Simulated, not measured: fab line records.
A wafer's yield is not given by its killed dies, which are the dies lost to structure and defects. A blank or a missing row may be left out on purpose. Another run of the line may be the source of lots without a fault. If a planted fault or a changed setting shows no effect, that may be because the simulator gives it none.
fab line records | flow n5-finfet
record lots=7 | wafers=21 | last-day=16
route steps=1938 shown BEOL_M15@1811 PASSIVATION@1936
lots that met no fault: taken from a fault-free run of the same line
start-h: start of the lot's first displayed wafer, in hours after the record's first day | wait-h: hours elapsed since this lot's preceding step | " unchanged from the row above | L1.1+2: a row that stands for several wafers | - no value, or no start was given | * or withheld: withheld | < > ~ a bound
route shown NAME@n: names a module that has steps shown in the file, with the first one's number in the route | usual: the fault-free wafers' mean and standard deviation | same: alike in all rows | chamber/n: place in a boat | sites: per-site readings | _std_site: how widely they spread, as a standard deviation | _edge_site: outer sites' mean less inner sites' | radius-mm: for every site, how far away it sits from the centre of the wafer | mask NAME#n: copy n | behind: the last tool/chamber to shape the wafer | hold: why the lot was held/for how many hours/how that ended | device: transistor that didn't switch, given as n, p or np | end of line: at the end of the route, the tests of the same wafers | a step with no rows: only its recipe | killed: the dies lost at the first sort to structure and to defects; this is not the yield of the wafer | map: the dies of a wafer, with x for killed, . for not killed, _ for no die there
set.NAME: the setting that was run; set.NAME@STEP: the one run at that earlier step | model.NAME: the simulator's own value behind a step, which no gauge read
lots seen at some steps along the route; tables by step, rows by wafer
services: from which hour (start-h, from the record's first day; less than 0 if before it) a tool's chamber was out of use, for how many hours, and why
## steps
# step N5_BEOL_M15_STRIP_36
# recipe chemistry=O2 | power-w=600 | temp-c=60 | pressure-mtorr=30 | rf-frequency-hz=6e+07 | bias-power-w=0 | overash-fraction=0.3 | o2-flow-sccm=225
# usual drypump-motor-current-A=6.0/0.53 | oes-product-au=0.80/0.093 | rf-vpp-V=3.7/0.98 | showerhead-plenum-p-Torr=2.08/0.061 | throttle-valve-pct=16.67/0.26
lot.wafer | tool        | chamber | start-h | wait-h | drypump-motor-current-A | oes-product-au | rf-hours-counter-h | rf-vpp-V | showerhead-plenum-p-Torr | throttle-valve-pct
L471.1    | rie-diel-06 | 0       | 254.78  | 0.3    | 6.1                     | 0.75           | 137                | 2.8      | 2.10                     | 16.79
L471.2    | "           | 2       | "       | "      | 4.9                     | 0.68           | 235                | 3.7      | 2.06                     | 16.97
L471.6    | "           | 2       | "       | "      | 4.9                     | 0.68           | -                  | 3.4      | 2.06                     | 16.99
L476.4    | rie-diel-04 | 3       | 280.08  | 3.2    | 5.6                     | 0.73           | 195                | 4.0      | 2.17                     | 17.14
L476.5    | "           | 1       | "       | "      | 6.4                     | 0.84           | -                  | 3.4      | 2.03                     | 16.90
L476.6    | "           | 0       | "       | "      | 6.4                     | 0.68           | -                  | 3.7      | 2.10                     | 16.61
L478.1    | rie-diel-03 | 0       | 288.49  | 2.2    | 6.3                     | 0.74           | 193                | 4.0      | 1.99                     | 16.74
L478.3    | "           | 1       | "       | "      | 5.8                     | 0.71           | 197                | 2.3      | 2.14                     | 16.80
L478.6    | "           | 0       | "       | "      | 6.4                     | 0.74           | -                  | 3.4      | 1.99                     | 16.71
L479.1    | rie-diel-04 | 3       | 303.19  | 1.8    | 5.6                     | 0.71           | 197                | 3.4      | 2.17                     | 17.15
L479.4    | "           | 1       | "       | "      | 6.4                     | 0.84           | 64                 | 4.1      | 2.03                     | 16.92
L479.6    | "           | 0       | "       | "      | 6.3                     | 0.67           | -                  | 3.1      | 2.10                     | 16.65
L480.2    | rie-diel-03 | 1       | 305.95  | 1.6    | 5.8                     | 0.71           | 205                | 4.4      | 2.14                     | 16.86
L480.5    | "           | 2       | "       | "      | 6.2                     | 0.90           | -                  | 3.3      | 2.11                     | 16.07
L480.6    | "           | 1       | "       | "      | 5.8                     | 0.70           | -                  | 5.8      | 2.14                     | 16.83
L481.1    | rie-diel-06 | 3       | 306.34  | 1.8    | 6.8                     | 0.93           | 15                 | 3.3      | 2.22                     | 16.42
L481.5    | "           | 0       | "       | "      | 6.1                     | 0.75           | -                  | 3.7      | 2.09                     | 16.83
L481.6    | "           | 3       | "       | "      | 6.8                     | 0.92           | -                  | 5.0      | 2.22                     | 16.41
L490.3    | rie-diel-04 | 2       | 368.89  | 1.3    | 5.1                     | 0.77           | 103                | 2.3      | 2.00                     | 16.54
L490.4    | "           | 3       | "       | "      | 5.6                     | 0.72           | 219                | 2.0      | 2.16                     | 17.15
L490.6    | "           | 2       | "       | "      | 5.1                     | 0.78           | -                  | 4.2      | 2.00                     | 16.56
# step N5_BEOL_M15_STRIP_62
# recipe chemistry=O2 | power-w=600 | temp-c=60 | pressure-mtorr=30 | rf-frequency-hz=6e+07 | bias-power-w=0 | overash-fraction=0.3 | o2-flow-sccm=225
# usual drypump-motor-current-A=6.0/0.53 | oes-product-au=0.80/0.093 | rf-vpp-V=3.6/0.48 | showerhead-plenum-p-Torr=2.08/0.061 | throttle-valve-pct=16.67/0.26
lot.wafer | tool        | chamber | start-h | wait-h | drypump-motor-current-A | oes-product-au | rf-hours-counter-h | rf-vpp-V | showerhead-plenum-p-Torr | throttle-valve-pct
L471.1    | rie-diel-06 | 0       | -       | -      | 6.1                     | 0.76           | 137                | 3.2      | 2.10                     | 16.83
L471.2    | "           | 2       | "       | "      | 4.9                     | 0.69           | 235                | 3.6      | 2.06                     | 16.95
L471.6    | "           | 2       | "       | "      | 4.9                     | 0.69           | -                  | 3.2      | 2.06                     | 16.98
L476.4    | rie-diel-04 | 3       | -       | -      | 5.6                     | 0.73           | 195                | 4.1      | 2.17                     | 17.13
L476.5    | "           | 1       | "       | "      | 6.5                     | 0.84           | -                  | 3.6      | 2.03                     | 16.90
L476.6    | "           | 0       | "       | "      | 6.3                     | 0.68           | -                  | 3.6      | 2.10                     | 16.63
L478.1    | rie-diel-03 | 0       | -       | -      | 6.4                     | 0.73           | 193                | 3.7      | 1.99                     | 16.72
L478.3    | "           | 1       | "       | "      | 5.7                     | 0.71           | 197                | 4.8      | 2.14                     | 16.80
L478.6    | "           | 0       | "       | "      | 6.4                     | 0.72           | -                  | 3.5      | 1.99                     | 16.72
L479.1    | rie-diel-04 | 3       | -       | -      | 5.6                     | 0.72           | 197                | 3.9      | 2.17                     | 17.13
L479.4    | "           | 1       | "       | "      | 6.5                     | 0.84           | 64                 | 3.5      | 2.03                     | 16.93
L479.6    | "           | 0       | "       | "      | 6.4                     | 0.67           | -                  | 3.7      | 2.10                     | 16.65
L480.2    | rie-diel-03 | 1       | -       | -      | 5.8                     | 0.70           | 205                | 3.4      | 2.14                     | 16.83
L480.5    | "           | 2       | "       | "      | 6.2                     | 0.91           | -                  | 3.8      | 2.11                     | 16.12
L480.6    | "           | 1       | "       | "      | 5.8                     | 0.70           | -                  | 3.0      | 2.14                     | 16.83
L481.1    | rie-diel-06 | 3       | -       | -      | 6.8                     | 0.92           | 15                 | 3.5      | 2.22                     | 16.42
L481.5    | "           | 0       | "       | "      | 6.1                     | 0.74           | -                  | 3.9      | 2.09                     | 16.86
L481.6    | "           | 3       | "       | "      | 6.8                     | 0.92           | -                  | 3.3      | 2.22                     | 16.41
L490.3    | rie-diel-04 | 2       | -       | -      | 5.1                     | 0.78           | 103                | 2.8      | 2.00                     | 16.55
L490.4    | "           | 3       | "       | "      | 5.6                     | 0.71           | 219                | 2.9      | 2.16                     | 17.16
L490.6    | "           | 2       | "       | "      | 5.1                     | 0.77           | -                  | 3.5      | 2.00                     | 16.55
# step N5_BEOL_M15_STRIP_37
# recipe chemistry=O2 | power-w=600 | temp-c=60 | pressure-mtorr=30 | rf-frequency-hz=6e+07 | bias-power-w=0 | overash-fraction=0.3 | o2-flow-sccm=225
# step N5_BEOL_M15_ETCH_38
# recipe chemistry=CF4/N2 | target=SiCN | target-depth-a=1064 | taper-deg=2 | time-s=120.5 | ion-energy-ev=150 | mask-material=SiO2 | pressure-mtorr=40 | source-w=430 | bias-w=70 | Ar_flow_sccm=100 | cf4-flow-sccm=60 | n2-flow-sccm=60
# step N5_BEOL_M15_PRECLEAN_39
# recipe chemistry=residue-remover | time-s=60 | temp-c=40
# step N5_BEOL_M15_SRD_40
# recipe time-s=30 | temp-c=23 | rinse-liquid=diw | dry=n2-spin | spin-rpm=1500 | dry-time-s=30
# step N5_BEOL_M15_DEGAS_41
# recipe ambient=vacuum | temp-c=300 | time-s=60
# usual heater-power-w=457/48
lot.wafer | tool           | chamber | start-h | wait-h | heater-power-w
L471.1    | pvd-sputter-03 | -       | 255.48  | 0.4    | 410
L471.2    | "              | -       | "       | "      | 454
L471.6    | "              | -       | "       | "      | 410
L476.4    | pvd-sputter-03 | -       | 280.55  | 0.2    | 417
L476.5    | "              | -       | "       | "      | 455
L476.6    | "              | -       | "       | "      | 420
L478.1    | pvd-sputter-02 | -       | 289.15  | 0.3    | 565
L478.3    | "              | -       | "       | "      | 441
L478.6    | "              | -       | "       | "      | 442
L479.1    | pvd-sputter-01 | -       | 303.83  | 0.3    | 444
L479.4    | "              | -       | "       | "      | 410
L479.6    | "              | -       | "       | "      | 533
L480.2    | pvd-sputter-02 | -       | 306.64  | 0.3    | 567
L480.5    | "              | -       | "       | "      | 482
L480.6    | "              | -       | "       | "      | 435
L481.1    | pvd-sputter-03 | -       | 306.90  | 0.2    | 408
L481.5    | "              | -       | "       | "      | 451
L481.6    | "              | -       | "       | "      | 423
L490.3    | pvd-sputter-02 | -       | 369.69  | 0.5    | 478
L490.4    | "              | -       | "       | "      | 490
L490.6    | "              | -       | "       | "      | 505
# step N5_BEOL_M15_PRE_CLEAN_42
# recipe gas=H2/He | time-s=30 | temp-c=300
# step N5_BEOL_M15_SPUTTER_43
# recipe material=TaN | target-thk-a=150 | temp-c=50 | bias-v=168.6 | power-w=15000 | chamber-pressure-pa=0.12 | time-s=24.19
# usual throttle-valve-pct=30.2/1.4
lot.wafer | tool           | chamber | start-h | wait-h | throttle-valve-pct
L471.1    | pvd-sputter-03 | -       | 255.56  | 0.0    | 32.6
L471.2    | "              | -       | "       | "      | 30.0
L471.6    | "              | -       | "       | "      | 32.7
L476.4    | pvd-sputter-03 | -       | 280.63  | 0.0    | 32.6
L476.5    | "              | -       | "       | "      | 30.0
L476.6    | "              | -       | "       | "      | 28.1
L478.1    | pvd-sputter-02 | -       | 289.23  | 0.0    | 29.5
L478.3    | "              | -       | "       | "      | 30.2
L478.6    | "              | -       | "       | "      | 30.3
L479.1    | pvd-sputter-01 | -       | 303.91  | 0.0    | 30.5
L479.4    | "              | -       | "       | "      | 27.4
L479.6    | "              | -       | "       | "      | 30.9
L480.2    | pvd-sputter-02 | -       | 306.72  | 0.0    | 29.1
L480.5    | "              | -       | "       | "      | 31.7
L480.6    | "              | -       | "       | "      | 30.2
L481.1    | pvd-sputter-03 | -       | 306.98  | 0.0    | 28.0
L481.5    | "              | -       | "       | "      | 29.7
L481.6    | "              | -       | "       | "      | 28.3
L490.3    | pvd-sputter-02 | -       | 369.77  | 0.0    | 31.7
L490.4    | "              | -       | "       | "      | 31.5
L490.6    | "              | -       | "       | "      | 31.5
# step N5_BEOL_M15_SPUTTER_44
# recipe material=Ta | target-thk-a=150 | temp-c=50 | bias-v=80 | power-w=15000 | chamber-pressure-pa=0.07 | time-s=24.19
# step N5_BEOL_M15_SPUTTER_45
# recipe material=Cu | target-thk-a=1000 | temp-c=-20 | bias-v=60 | power-w=26000 | chamber-pressure-pa=0.13 | time-s=16.67
# usual throttle-valve-pct=30.1/1.5
lot.wafer | tool           | chamber | start-h | wait-h | throttle-valve-pct
L471.1    | pvd-sputter-03 | -       | 255.72  | 0.0    | 32.8
L471.2    | "              | -       | "       | "      | 29.7
L471.6    | "              | -       | "       | "      | 32.6
L476.4    | pvd-sputter-03 | -       | 280.79  | 0.0    | 32.5
L476.5    | "              | -       | "       | "      | 29.9
L476.6    | "              | -       | "       | "      | 28.0
L478.1    | pvd-sputter-02 | -       | 289.39  | 0.0    | 29.2
L478.3    | "              | -       | "       | "      | 30.3
L478.6    | "              | -       | "       | "      | 30.2
L479.1    | pvd-sputter-01 | -       | 304.07  | 0.0    | 30.9
L479.4    | "              | -       | "       | "      | 27.2
L479.6    | "              | -       | "       | "      | 30.8
L480.2    | pvd-sputter-02 | -       | 306.88  | 0.0    | 29.4
L480.5    | "              | -       | "       | "      | 31.3
L480.6    | "              | -       | "       | "      | 30.3
L481.1    | pvd-sputter-03 | -       | 307.14  | 0.0    | 27.8
L481.5    | "              | -       | "       | "      | 30.0
L481.6    | "              | -       | "       | "      | 28.6
L490.3    | pvd-sputter-02 | -       | 369.93  | 0.0    | 31.1
L490.4    | "              | -       | "       | "      | 31.8
L490.6    | "              | -       | "       | "      | 31.5
# step N5_BEOL_M15_ECD_47
# recipe material=Cu | target-thk-a=18600
# step N5_BEOL_M15_ANNEAL_48
# recipe temp-c=225 | time-s=90 | ambient=N2
# usual wafer_temp_C_max=225.65/0.24
lot.wafer | tool          | chamber | start-h | wait-h | wafer_temp_C_max
L471.1    | rtp-anneal-02 | 0       | 256.08  | 0.2    | 225.28
L471.2    | "             | 0       | "       | "      | 225.66
L471.6    | "             | 0       | "       | "      | 225.58
L476.4    | rtp-anneal-01 | 0       | 281.28  | 0.2    | 225.58
L476.5    | "             | 0       | "       | "      | 225.29
L476.6    | "             | 0       | "       | "      | 225.74
L478.1    | rtp-anneal-01 | 0       | 291.00  | 1.4    | 223.00
L478.3    | "             | 0       | "       | "      | 222.92
L478.6    | "             | 0       | "       | "      | 222.82
L479.1    | rtp-anneal-01 | 0       | 304.52  | 0.3    | 223.13
L479.4    | "             | 0       | "       | "      | 222.98
L479.6    | "             | 0       | "       | "      | 222.98
L480.2    | rtp-anneal-01 | 0       | 307.39  | 0.3    | 223.00
L480.5    | "             | 0       | "       | "      | 223.19
L480.6    | "             | 0       | "       | "      | 222.99
L481.1    | rtp-anneal-02 | 0       | 307.71  | 0.4    | 226.29
L481.5    | "             | 0       | "       | "      | 225.76
L481.6    | "             | 0       | "       | "      | 225.94
L490.3    | rtp-anneal-01 | 0       | 370.99  | 0.8    | 225.81
L490.4    | "             | 0       | "       | "      | 225.62
L490.6    | "             | 0       | "       | "      | 225.43
# step N5_BEOL_M15_CMP_49
# recipe stop-on=SiO2 | t-overpolish-s=4.9 | down-force-psi=2 | platen-rpm=80 | clearing-platen-down-force-psi=2 | clearing-platen-rpm=80 | post-cmp-clean=cu-alkaline | target-thk-nm=850 | clearing-platen-pad-velocity-m-s=1.5917 | pad-velocity-m-s=1.5917
# step N5_PASSIVATION_PROBE_49
# usual defect-limited-yield=91.0/1.4 | killed_at_M0_to_M3=36/11 | killed_at_M4_up=13/5.4 | killed-at-contacts=12/6.4 | killed-at-front-end=41/13 | killed-at-other=2.9/2.3 | killed-dies=106/17 | killed-open=70/12 | killed-short=34/8.4 | sort_bin_5_function=5.2/1 | sort_bin_6_memory=3.4/0.63 | sort_bin_8_speed=0.1/0.49 | sort-n-pass=1074/18 | sort-yield-pct=91.0/1.6
# same gross-dies=1180 | killed-at-back-side=0 | sort_bin_4_leakage[%]=0
lot.wafer | tool      | chamber | start-h | wait-h | defect-limited-yield[%] | killed_at_M0_to_M3 | killed_at_M4_up | killed-at-contacts | killed-at-front-end | killed-at-other | killed-dies | killed-open | killed-short | sort_bin_5_function[%] | sort_bin_6_memory[%] | sort_bin_8_speed[%] | sort-n-pass | sort-yield-pct[%]
L471.1    | prober-02 | -       | 268.99  | 0.0    | 90.9                    | 31                 | 18              | 9                  | 45                  | 4               | 107         | 62          | 44           | 5.1                    | 3.3                  | 0                   | 1073        | 90.9
L471.2    | prober-02 | -       | 269.04  | 0.1    | 92.2                    | 40                 | 10              | 1                  | 37                  | 4               | 92          | 50          | 39           | 4.5                    | 2.9                  | 0                   | 1088        | 92.2
L471.6    | prober-02 | -       | 269.24  | 0.3    | 89.5                    | 38                 | 10              | 19                 | 56                  | 1               | 124         | 70          | 47           | 4.9                    | 4.7                  | 0                   | 1056        | 89.5
L476.4    | prober-02 | -       | 297.68  | 0.2    | 89.8                    | 33                 | 18              | 7                  | 59                  | 3               | 120         | 75          | 45           | 5.3                    | 4.5                  | 0                   | 1060        | 89.8
L476.5    | prober-02 | -       | 297.73  | 0.2    | 89.7                    | 36                 | 9               | 6                  | 65                  | 5               | 121         | 72          | 49           | 6.1                    | 3.9                  | 0                   | 1059        | 89.7
L476.6    | prober-02 | -       | 297.78  | 0.3    | 88.3                    | 46                 | 6               | 10                 | 76                  | 0               | 138         | 82          | 49           | 7.0                    | 3.6                  | 0                   | 1042        | 88.3
L478.1    | prober-01 | -       | 306.28  | 0.0    | 91.0                    | 39                 | 19              | 16                 | 28                  | 4               | 106         | 76          | 27           | 5.8                    | 2.7                  | 0                   | 1074        | 91.0
L478.3    | prober-01 | -       | 306.38  | 0.1    | 92.3                    | 30                 | 12              | 12                 | 36                  | 1               | 91          | 60          | 28           | 5.3                    | 2.5                  | 0                   | 1089        | 92.3
L478.6    | prober-01 | -       | 306.53  | 0.3    | 91.4                    | 37                 | 12              | 24                 | 25                  | 4               | 102         | 70          | 32           | 4.7                    | 3.8                  | 0                   | 1078        | 91.4
L479.1    | prober-02 | -       | 319.28  | 0.0    | 91.4                    | 45                 | 14              | 8                  | 30                  | 5               | 102         | 69          | 33           | 4.9                    | 3.5                  | 0                   | 1078        | 91.4
L479.4    | prober-02 | -       | 319.43  | 0.2    | 89.1                    | 43                 | 10              | 10                 | 63                  | 3               | 129         | 85          | 44           | 6.4                    | 4.2                  | 0                   | 1051        | 89.1
L479.6    | prober-02 | -       | 319.53  | 0.3    | 88.7                    | 44                 | 11              | 7                  | 67                  | 4               | 133         | 93          | 40           | 7.5                    | 3.5                  | 0                   | 1047        | 88.7
L480.2    | prober-02 | -       | 322.91  | 0.1    | 91.0                    | 47                 | 8               | 14                 | 37                  | 0               | 106         | 70          | 34           | 4.7                    | 3.6                  | 0                   | 1074        | 91.0
L480.5    | prober-02 | -       | 323.06  | 0.2    | 93.5                    | 30                 | 8               | 14                 | 22                  | 3               | 77          | 47          | 29           | 2.9                    | 3.1                  | 0                   | 1103        | 93.5
L480.6    | prober-02 | -       | 323.11  | 0.3    | 90.9                    | 54                 | 11              | 10                 | 30                  | 2               | 107         | 69          | 30           | 5.2                    | 2.7                  | 0                   | 1073        | 90.9
L481.1    | prober-01 | -       | 323.68  | 0.0    | 89.2                    | 48                 | 20              | 15                 | 43                  | 2               | 128         | 90          | 38           | 6.0                    | 4.2                  | 0                   | 1052        | 89.2
L481.5    | prober-01 | -       | 323.88  | 0.2    | 92.7                    | 32                 | 12              | 12                 | 28                  | 2               | 86          | 55          | 31           | 4.3                    | 2.3                  | 0                   | 1094        | 92.7
L481.6    | prober-01 | -       | 323.93  | 0.3    | 91.4                    | 21                 | 27              | 9                  | 39                  | 5               | 101         | 66          | 33           | 5.8                    | 2.2                  | 0                   | 1079        | 91.4
L490.3    | prober-01 | -       | 386.74  | 0.1    | 88.8                    | 27                 | 4               | 20                 | 79                  | 2               | 132         | 100         | 30           | 7.8                    | 2.9                  | 0                   | 1048        | 88.8
L490.4    | prober-01 | -       | 386.79  | 0.2    | 90.3                    | 29                 | 13              | 15                 | 55                  | 2               | 114         | 69          | 43           | 6.2                    | 3.2                  | 0                   | 1066        | 90.3
L490.6    | prober-01 | -       | 386.89  | 0.3    | 90.7                    | 37                 | 12              | 28                 | 33                  | 0               | 110         | 82          | 26           | 5.7                    | 3.5                  | 1.9                 | 1048        | 88.8
# killed by level:class
L471.1 FIN_SAQP:geometric-particle:open=9 BEOL_M4:geometric-particle:open=9 STI_FIN_REVEAL:geometric-particle:open=8 BEOL_M2:geometric-particle:short=8 FIN_SAQP:geometric-particle:short=7 GATE_CUT:geometric-particle:short=7 MOL_CONTACT_COAG:geometric-particle:open=7 BEOL_M0_SAQP:geometric-particle:open=5
L471.2 STI_FIN_REVEAL:geometric-particle:open=11 BEOL_M0_SAQP:geometric-particle:short=9 FIN_SAQP:geometric-particle:short=8 BEOL_M0_SAQP:geometric-particle:open=8 BEOL_M2:geometric-particle:short=6 DUMMY_GATE:geometric-particle:open=5 BEOL_M1:geometric-particle:open=5 BEOL_M3:geometric-particle:open=5
L471.6 MOL_CONTACT_COAG:geometric-particle:open=14 BEOL_M3:geometric-particle:open=11 STI_FIN_REVEAL:geometric-particle:open=8 DUMMY_GATE:geometric-particle:open=8 HKMG_FIN:area-etch=7 BEOL_M0_SAQP:geometric-particle:short=6 MOL_CONTACT_COAG:geometric-particle:short=5 FIN_SAQP:geometric-particle:short=4
L476.4 STI_FIN_REVEAL:geometric-particle:open=16 FIN_SAQP:geometric-particle:short=9 BEOL_M3:geometric-particle:open=9 FIN_SAQP:geometric-particle:open=8 BEOL_M0_SAQP:geometric-particle:open=8 BEOL_M0_SAQP:geometric-particle:short=7 STI_FIN_REVEAL:geometric-particle:short=6 GATE_CUT:geometric-particle:short=6
L476.5 STI_FIN_REVEAL:geometric-particle:open=15 FIN_SAQP:geometric-particle:short=14 BEOL_M0_SAQP:geometric-particle:short=12 FIN_SAQP:geometric-particle:open=9 BEOL_M3:geometric-particle:open=9 BEOL_M0_SAQP:geometric-particle:open=7 MOL_CONTACT_COAG:geometric-particle:open=6 GATE_CUT:geometric-particle:short=5
L476.6 FIN_SAQP:geometric-particle:short=20 MOL_CONTACT_COAG:geometric-particle:open=10 STI_FIN_REVEAL:geometric-particle:open=10 BEOL_M0_SAQP:geometric-particle:open=10 FIN_SAQP:geometric-particle:open=9 BEOL_M1:geometric-particle:open=9 BEOL_M0_SAQP:geometric-particle:short=8 BEOL_M2:geometric-particle:open=7
L478.1 MOL_CONTACT_COAG:geometric-particle:open=12 BEOL_M0:geometric-particle:open=9 BEOL_M4:geometric-particle:open=8 FIN_SAQP:geometric-particle:open=7 BEOL_M3:geometric-particle:open=7 BEOL_M0_SAQP:geometric-particle:short=7 BEOL_M0_SAQP:geometric-particle:open=6 STI_FIN_REVEAL:geometric-particle:open=5
L478.3 FIN_SAQP:geometric-particle:open=11 BEOL_M2:geometric-particle:open=8 MOL_CONTACT_COAG:geometric-particle:open=7 GATE_CUT:geometric-particle:short=6 BEOL_M0_SAQP:geometric-particle:short=6 BEOL_M4:geometric-particle:open=6 BEOL_M3:geometric-particle:open=6 DUMMY_GATE:geometric-particle:open=5
L478.6 MOL_CONTACT_COAG:geometric-particle:open=18 BEOL_M0_SAQP:geometric-particle:short=10 BEOL_M2:geometric-particle:open=8 BEOL_M4:geometric-particle:open=8 BEOL_M3:geometric-particle:open=7 MOL_CONTACT_COAG:geometric-particle:short=6 BEOL_M1:geometric-particle:open=6 STI_FIN_REVEAL:geometric-particle:open=4
L479.1 BEOL_M1:geometric-particle:open=17 STI_FIN_REVEAL:geometric-particle:open=8 BEOL_M0_SAQP:geometric-particle:open=6 BEOL_M0:geometric-particle:open=6 FIN_SAQP:geometric-particle:short=5 MOL_CONTACT_COAG:geometric-particle:open=5 BEOL_M2:geometric-particle:open=5 GATE_CUT:geometric-particle:short=4
L479.4 STI_FIN_REVEAL:geometric-particle:open=18 FIN_SAQP:geometric-particle:short=14 BEOL_M0:geometric-particle:open=10 BEOL_M1:geometric-particle:short=9 BEOL_M1:geometric-particle:open=9 MOL_CONTACT_COAG:geometric-particle:open=8 BEOL_M0_SAQP:geometric-particle:open=7 GATE_CUT:geometric-particle:short=6
L479.6 STI_FIN_REVEAL:geometric-particle:open=32 BEOL_M1:geometric-particle:open=11 STI_FIN_REVEAL:geometric-particle:short=10 FIN_SAQP:geometric-particle:short=8 BEOL_M0:geometric-particle:open=8 BEOL_M3:geometric-particle:open=7 MOL_CONTACT_COAG:geometric-particle:open=5 FIN_SAQP:geometric-particle:open=4
L480.2 BEOL_M0_SAQP:geometric-particle:open=17 BEOL_M0_SAQP:geometric-particle:short=13 FIN_SAQP:geometric-particle:open=10 MOL_CONTACT_COAG:geometric-particle:open=10 BEOL_M1:geometric-particle:open=9 FIN_SAQP:geometric-particle:short=5 MOL_CONTACT_COAG:geometric-particle:short=4 STARTING-WAFER:geometric-particle:open=4
L480.5 MOL_CONTACT_COAG:geometric-particle:open=12 BEOL_M0_SAQP:geometric-particle:short=9 BEOL_M1:geometric-particle:open=7 BEOL_M0_SAQP:geometric-particle:open=6 STARTING-WAFER:geometric-particle:open=5 FIN_SAQP:geometric-particle:open=3 STI_FIN_REVEAL:geometric-particle:open=3 BEOL_M1:geometric-particle:short=3
L480.6 BEOL_M0_SAQP:geometric-particle:open=16 BEOL_M0_SAQP:geometric-particle:short=13 BEOL_M1:geometric-particle:open=13 MOL_CONTACT_COAG:geometric-particle:open=9 HKMG_FIN:area-etch=8 GATE_CUT:geometric-particle:short=6 STI_FIN_REVEAL:geometric-particle:open=5 BEOL_M3:geometric-particle:open=5
L481.1 MOL_CONTACT_COAG:geometric-particle:open=13 BEOL_M4:geometric-particle:open=11 BEOL_M3:geometric-particle:open=11 FIN_SAQP:geometric-particle:open=9 BEOL_M1:geometric-particle:open=8 BEOL_M0_SAQP:geometric-particle:open=6 BEOL_M0:geometric-particle:open=6 STI_FIN_REVEAL:geometric-particle:open=5
L481.5 MOL_CONTACT_COAG:geometric-particle:open=11 FIN_SAQP:geometric-particle:short=9 BEOL_M3:geometric-particle:open=8 BEOL_M4:geometric-particle:open=7 BEOL_M0:geometric-particle:open=6 BEOL_M0_SAQP:geometric-particle:short=5 BEOL_M0:geometric-particle:short=5 STI_FIN_REVEAL:geometric-particle:open=4
L481.6 STI_FIN_REVEAL:geometric-particle:open=12 BEOL_M4:geometric-particle:open=12 MOL_CONTACT_COAG:geometric-particle:open=7 BEOL_M1:geometric-particle:open=5 STARTING-WAFER:geometric-particle:open=5 BEOL_M3:geometric-particle:open=5 BEOL_M4:geometric-particle:short=5 FIN_SAQP:geometric-particle:short=3
L490.3 STI_FIN_REVEAL:geometric-particle:open=19 MOL_CONTACT_COAG:geometric-particle:open=17 FIN_SAQP:geometric-particle:open=16 BEOL_M2:geometric-particle:open=11 DUMMY_GATE:geometric-particle:open=8 FIN_SAQP:geometric-particle:short=7 ILD0:geometric-particle:open=7 BEOL_M3:geometric-particle:open=7
L490.4 STI_FIN_REVEAL:geometric-particle:open=14 MOL_CONTACT_COAG:geometric-particle:open=10 FIN_SAQP:geometric-particle:short=7 FIN_SAQP:geometric-particle:open=7 BEOL_M2:geometric-particle:open=6 BEOL_M3:geometric-particle:open=6 STI_FIN_REVEAL:geometric-particle:short=5 DUMMY_GATE:geometric-particle:open=5
L490.6 MOL_CONTACT_COAG:geometric-particle:open=25 BEOL_M2:geometric-particle:open=13 BEOL_M1:geometric-particle:open=10 FIN_SAQP:geometric-particle:open=6 DUMMY_GATE:geometric-particle:open=5 FIN_SAQP:geometric-particle:short=4 ILD0:geometric-particle:short=4 ILD0:geometric-particle:open=3
## services
tool           | chamber | start-h | hours | kind
rie-diel-03    | 3       | 235.47  | -     | clean
rie-diel-03    | 3       | 235.47  | -     | consumable-replace:focus-ring
rie-diel-03    | 3       | 235.47  | 22.2  | scheduled-down
rie-diel-03    | 3       | 235.47  | 22.2  | vent-cycle
rie-diel-06    | 3       | 243.38  | -     | clean
rie-diel-06    | 3       | 243.38  | -     | consumable-replace:focus-ring
rie-diel-06    | 3       | 243.38  | -     | consumable-replace:showerhead
rie-diel-06    | 3       | 243.38  | 15.5  | scheduled-down
rie-diel-06    | 3       | 243.38  | 15.5  | vent-cycle
rie-diel-03    | 0       | 248.64  | 2.4   | repair
rie-diel-04    | 0       | 270.55  | 4.8   | repair
rie-diel-06    | 2       | 298.30  | -     | clean
rie-diel-06    | 2       | 298.30  | -     | consumable-replace:focus-ring
rie-diel-06    | 2       | 298.30  | 21.3  | scheduled-down
rie-diel-06    | 2       | 298.30  | 21.3  | vent-cycle
rie-diel-03    | 0       | 321.20  | 4.8   | repair
pvd-sputter-01 | -       | 359.18  | 6.8   | repair
## key
first-sign step=N5_BEOL_M15_ANNEAL_48 | reading=wafer_temp_C_max | direction=down | sigmas=11 | usual=* | struck=*
effect none on later readings
met-at N5_BEOL_M15_ANNEAL_48
struck-wafers L478.1,L478.3,L478.6,L479.1,L479.4,L479.6,L480.2,L480.5,L480.6
onset-between 281.28 291.00
fault kind=process-parameter-drift | tool=rtp-anneal-01 | chamber=- | onset-h=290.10 | steps=N5_BEOL_M15_ANNEAL_48 | channel=temp-c | offset=* | shape=step | end-h=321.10 | acts-in=* | stated=*
